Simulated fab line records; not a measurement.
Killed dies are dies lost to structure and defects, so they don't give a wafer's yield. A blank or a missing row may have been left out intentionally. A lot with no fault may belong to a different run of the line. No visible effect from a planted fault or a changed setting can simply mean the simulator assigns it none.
One fault through the eyes of 2 desks | flow nand harc | numbers are kept per desk, each desk with only its own; the story behind them comes last

## TOOL OWNER'S DESK, rie si-04
The tool's own readings at NHARC_THIN_TSV_ETCH_15 (target depth 3000 nm, bosch target overetch cycles 2, bosch etch step 2.8 s): means of the sampled wafers that have a number, for each lot that ran on this tool. A lot is out of limits, marked OUT, if its mean lies more than 4 standard deviations from the usual mean; the brackets give that distance.
Columns: A = drypump motor current A at NHARC_THIN_TSV_ETCH_15, usual 5.5 A
lot  | first seen here | A
L766 | day 19 10:28    | 5.5
L768 | day 20 15:40    | 5.3
L777 | day 22 06:59    | 5.3
L774 | day 22 18:16    | 5.6
This desk found nothing out of limits on any of the 4 lots.

## METROLOGY DESK
Means of the sampled wafers that have a number, per lot and without regard to the tool the lot ran on: this is what the gauges read. A lot is out of limits, marked OUT, if its mean lies more than 4 standard deviations from the usual mean; the brackets give that distance.
Columns: A = cd nm at NHARC_THIN_TSV_CD_MEAS_12, usual 999.9 nm; B = cd nm at NHARC_THIN_TSV_CD_MEAS_37, usual 5000.1 nm
lot  | first seen here | A      | B
L763 | day 18 15:31    | 998.9  | 5001.7
L764 | day 19 04:46    | 1000.0 | 5001.0
L765 | day 19 07:17    | 1002.7 | 5002.5
L766 | day 19 09:38    | 999.8  | 5000.4
L768 | day 20 14:51    | 998.7  | 5000.9
L767 | day 21 07:05    | 1002.3 | 4999.9
L772 | day 21 17:31    | 996.6  | 4998.9
L777 | day 22 06:10    | 998.6  | 5001.0
L774 | day 22 17:20    | 1001.1 | 5002.1
L782 | day 23 15:52    | 999.8  | 4998.4
L781 | day 23 17:05    | 997.5  | 4997.6
L783 | day 24 03:31    | 998.7  | 4997.1
This desk found nothing out of limits on any of the 12 lots.

## TAKEN TOGETHER
The tool owner's desk saw nothing out of limits.
At the metrology desk, nothing out of limits was observed.

## WHAT WAS PUT IN BY THE SIMULATOR
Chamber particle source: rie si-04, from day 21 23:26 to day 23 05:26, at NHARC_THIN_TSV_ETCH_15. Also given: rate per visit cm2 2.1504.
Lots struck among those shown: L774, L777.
